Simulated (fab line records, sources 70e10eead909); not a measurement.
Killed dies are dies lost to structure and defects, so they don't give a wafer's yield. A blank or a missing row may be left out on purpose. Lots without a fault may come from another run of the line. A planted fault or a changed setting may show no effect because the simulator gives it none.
Which tool did it? | flow nand_harc | 12 lots, 34 wafers sampled, at 6 steps of a route of 1302

WHAT THE GAUGES READ, wafer by wafer
NHARC_A_STAIRCASE_INSPECT_155.
lot  | measured     | on                | raw_defect_count
L698 | day 19 14:18 | defect_inspect-01 | 601 350 375
L701 | day 20 21:31 | defect_inspect-02 | 532 413 360
L700 | day 20 21:35 | defect_inspect-01 | 511 599 429
L703 | day 21 21:19 | defect_inspect-02 | 234 297 439
L705 | day 22 15:19 | defect_inspect-01 | 494 471 554
L707 | day 23 17:52 | defect_inspect-01 | 508 481
L709 | day 24 04:32 | defect_inspect-01 | 330 266
L713 | day 26 08:27 | defect_inspect-02 | 365 351 408
L714 | day 26 09:23 | defect_inspect-01 | 727 554 452
L718 | day 27 20:31 | defect_inspect-01 | 466 391 428
L717 | day 27 21:04 | defect_inspect-01 | 457 400 347
L720 | day 28 08:17 | defect_inspect-02 | 377 298 355

NHARC_A_SGD_CUT_THK_MEAS_22: measures by ellipsometry.
lot  | measured     | on            | thk_nm (nm)
L698 | day 19 22:12 | film_metro-02 | 147.5 148.5 147.8
L701 | day 21 05:34 | film_metro-02 | 147.5 148.6 146.7
L700 | day 21 05:34 | film_metro-01 | 147.7 148.0 147.3
L703 | day 22 04:33 | film_metro-01 | 148.0 147.7 148.4
L705 | day 22 22:44 | film_metro-02 | 149.0 147.3 104.8
L707 | day 24 05:13 | film_metro-02 | 107.2 148.3
L709 | day 24 11:53 | film_metro-01 | 145.6 103.4
L713 | day 26 15:35 | film_metro-02 | 147.3 148.0 148.3
L714 | day 26 15:35 | film_metro-01 | 149.0 148.7 149.9
L718 | day 28 04:01 | film_metro-01 | 151.2 148.7 149.5
L717 | day 28 04:10 | film_metro-01 | 146.7 148.8 149.3
L720 | day 28 15:09 | film_metro-02 | 147.1 148.5 146.6

WHICH TOOL RAN EACH LOT (tool, then ch and the chambers of the sampled wafers, then the start)
lot  | NHARC_A_SGD_CUT_ETCH_59                       | NHARC_A_SGD_CUT_STRIP_17                      | NHARC_A_SGD_CUT_DEP_20       | NHARC_A_SGD_CUT_CMP_21
L698 | rie_diel-03 ch 1,2, day 19 16:47 or earlier   | rie_diel-03 ch 0,1,3, day 19 16:47 or earlier | fcvd-02 ch 1, day 19 16:47   | cmp-04 ch 0,3, day 19 21:58
L701 | rie_diel-13 ch 0,1,2, day 20 23:45 or earlier | rie_diel-13 ch 0,1,2, day 20 23:45 or earlier | fcvd-02 ch 0,1, day 20 23:45 | cmp-01 ch 0,1,2, day 21 05:19
L700 | rie_diel-03 ch 0,3, day 20 23:48 or earlier   | rie_diel-03 ch 0,1,3, day 20 23:48 or earlier | fcvd-01 ch 1, day 20 23:48   | cmp-02 ch 0,1, day 21 05:20
L703 | rie_diel-10 ch 0,2,3, day 21 23:24 or earlier | rie_diel-10 ch 1,2,3, day 21 23:24 or earlier | fcvd-01 ch 0,1, day 21 23:24 | cmp-04 ch 1,3, day 22 04:19
L705 | rie_diel-03 ch 0,1,3, day 22 17:27 or earlier | rie_diel-03 ch 0,1,3, day 22 17:27 or earlier | fcvd-02 ch 0,1, day 22 17:27 | cmp-01 ch 1,2,3, day 22 22:31
L707 | rie_diel-03 ch 0,3, day 23 20:02 or earlier   | rie_diel-03 ch 0,3, day 23 20:02 or earlier   | fcvd-02 ch 0, day 23 20:02   | cmp-01 ch 3, day 24 04:59
L709 | rie_diel-13 ch 1,2, day 24 06:52 or earlier   | rie_diel-13 ch 0,3, day 24 06:52 or earlier   | fcvd-02 ch 1, day 24 06:52   | cmp-01 ch 1,2, day 24 11:41
L713 | rie_diel-03 ch 0,2,3, day 26 10:34 or earlier | rie_diel-03 ch 0,3, day 26 10:34 or earlier   | fcvd-02 ch 0,1, day 26 10:34 | cmp-04 ch 0,1, day 26 15:21
L714 | rie_diel-13 ch 0,1,3, day 26 11:24 or earlier | rie_diel-13 ch 1,2,3, day 26 11:24 or earlier | fcvd-01 ch 0,1, day 26 11:24 | cmp-01 ch 0,1,3, day 26 15:20
L718 | rie_diel-10 ch 0,1,3, day 27 22:36 or earlier | rie_diel-10 ch 1,2,3, day 27 22:36 or earlier | fcvd-02 ch 0, day 27 22:36   | cmp-01 ch 0,2,3, day 28 03:47
L717 | rie_diel-13 ch 1,2, day 27 23:26 or earlier   | rie_diel-13 ch 1,3, day 27 23:26 or earlier   | fcvd-02 ch 0, day 27 23:26   | cmp-04 ch 1,2, day 28 03:54
L720 | rie_diel-10 ch 0,2,3, day 28 10:17 or earlier | rie_diel-10 ch 0,2,3, day 28 10:17 or earlier | fcvd-02 ch 0,1, day 28 10:17 | cmp-02 ch 0,1,3, day 28 14:55
- NHARC_A_SGD_CUT_ETCH_59: etches the open film in N2/H2, target depth 260 nm, time 406.25 s.
- NHARC_A_SGD_CUT_STRIP_17: strips in O2.
- NHARC_A_SGD_CUT_DEP_20: deposits SiO2, target thk 150 nm.
- NHARC_A_SGD_CUT_CMP_21: polishes, target thk 148.19 nm.

WHAT THE TOOLS THEMSELVES READ (means of the sampled wafers that have a number; where no wafer has one, the mark that the record gives instead)
NHARC_A_SGD_CUT_ETCH_59.
lot  | tool        | bias_w (W) | drypump_motor_current_A (A) | oes_product_au (a.u.) | rf_vpp_V (V) | showerhead_plenum_p_Torr (Torr) | throttle_valve_pct (%)
L698 | rie_diel-03 | 150.2      | 5.9                         | 0.995                 | 430.7        | 2.04                            | 14.171
L701 | rie_diel-13 | 150.0      | 5.6                         | 1.002                 | 429.2        | 1.99                            | 14.172
L700 | rie_diel-03 | 149.8      | 5.1                         | 0.996                 | 429.8        | 2.02                            | 14.173
L703 | rie_diel-10 | 149.8      | 6.3                         | 1.000                 | 431.2        | 2.07                            | 14.166
L705 | rie_diel-03 | 149.8      | 5.5                         | 0.998                 | 430.9        | 2.03                            | 14.170
L707 | rie_diel-03 | 150.1      | 5.2                         | 1.002                 | 430.0        | 2.06                            | 14.169
L709 | rie_diel-13 | 150.3      | 5.2                         | 1.010                 | 429.1        | 2.00                            | 14.163
L713 | rie_diel-03 | 150.0      | 5.5                         | 1.000                 | 431.6        | 2.06                            | 14.174
L714 | rie_diel-13 | 149.6      | 5.7                         | 0.993                 | 427.7        | 1.94                            | 14.175
L718 | rie_diel-10 | 149.8      | 6.5                         | 1.000                 | 430.4        | 2.02                            | 14.159
L717 | rie_diel-13 | 149.6      | 5.3                         | 0.999                 | 430.8        | 2.02                            | 14.166
L720 | rie_diel-10 | 149.9      | 6.3                         | 1.005                 | 431.3        | 2.07                            | 14.168

NHARC_A_SGD_CUT_STRIP_17.
lot  | tool        | drypump_motor_current_A (A) | oes_product_au (a.u.) | rf_vpp_V (V) | showerhead_plenum_p_Torr (Torr) | throttle_valve_pct (%)
L698 | rie_diel-03 | 5.5                         | 0.997                 | 57.9         | 3.51                            | 17.044
L701 | rie_diel-13 | 5.6                         | 1.008                 | 57.6         | 3.45                            | 17.044
L700 | rie_diel-03 | 5.5                         | 0.997                 | 58.7         | 3.51                            | 17.037
L703 | rie_diel-10 | 6.4                         | 1.002                 | 57.6         | 3.52                            | 17.036
L705 | rie_diel-03 | 5.5                         | 1.000                 | 58.0         | 3.51                            | 17.032
L707 | rie_diel-03 | 5.3                         | 1.000                 | 57.8         | 3.55                            | 17.040
L709 | rie_diel-13 | 6.0                         | 0.998                 | 57.1         | 3.38                            | 17.037
L713 | rie_diel-03 | 5.2                         | 1.001                 | 57.5         | 3.49                            | 17.032
L714 | rie_diel-13 | 5.3                         | 0.996                 | 57.6         | 3.42                            | 17.037
L718 | rie_diel-10 | 6.4                         | 1.010                 | 58.0         | 3.52                            | 17.045
L717 | rie_diel-13 | 5.2                         | 0.990                 | 57.1         | 3.35                            | 17.042
L720 | rie_diel-10 | 6.3                         | 1.009                 | 58.9         | 3.58                            | 17.035

NHARC_A_SGD_CUT_CMP_21.
lot  | tool   | motor_current_A (A) | time_to_endpoint_s (s)
L698 | cmp-04 | 12.6                | 49.3
L701 | cmp-01 | 12.4                | 54.2
L700 | cmp-02 | 10.7                | 50.1
L703 | cmp-04 | 12.1                | 51.5
L705 | cmp-01 | 11.8                | 43.2
L707 | cmp-01 | 10.3                | 42.3
L709 | cmp-01 | 13.2                | 41.8
L713 | cmp-04 | 13.1                | 50.9
L714 | cmp-01 | 11.5                | 47.3
L718 | cmp-01 | 11.9                | 52.2
L717 | cmp-04 | 12.4                | 51.1
L720 | cmp-02 | 11.4                | 50.9

THE ANSWER, worked out from the rows above alone
Rule: what is usual is taken from the lots themselves. Put in order of their means at a reading, lots are off if they are a third of the lots or fewer, leave a main group of 4 or more, and stand apart from it by a gap of 3 or more times the standard deviation of the main group's means; of several such gaps the widest counts. A main group whose means are all the same, to the digits that the tables above print for the reading, isn't used. A lot without any number at a reading at which 4 lots or more have one is off too. The other lots that the step has rows for count as sound. The gauges are gone through in route order, then the tools' own readings, and for those a lot's mean is taken as printed above. The first step at which some lot is off is used, and at that step the reading that is off furthest; a lot without a number counts as furthest.
Off: L705, L707, L709, at NHARC_A_SGD_CUT_THK_MEAS_22 (thk_nm). The main group: mean 148.2 nm, standard deviation 0.75.
A tool fits if, at a process step before that reading, it ran every lot that is off, and no sound lot after the first of them. The gauges at NHARC_A_SGD_CUT_THK_MEAS_22 are tried like those tools. NHARC_A_SGD_CUT_ETCH_59 gives no start for some lots, so the hours and the order of its lots are those of NHARC_A_SGD_CUT_DEP_20. NHARC_A_SGD_CUT_STRIP_17 gives no start for some lots, so the hours and the order of its lots are those of NHARC_A_SGD_CUT_DEP_20. None of those tried fits.

WHAT THE SIMULATOR HAD PUT IN
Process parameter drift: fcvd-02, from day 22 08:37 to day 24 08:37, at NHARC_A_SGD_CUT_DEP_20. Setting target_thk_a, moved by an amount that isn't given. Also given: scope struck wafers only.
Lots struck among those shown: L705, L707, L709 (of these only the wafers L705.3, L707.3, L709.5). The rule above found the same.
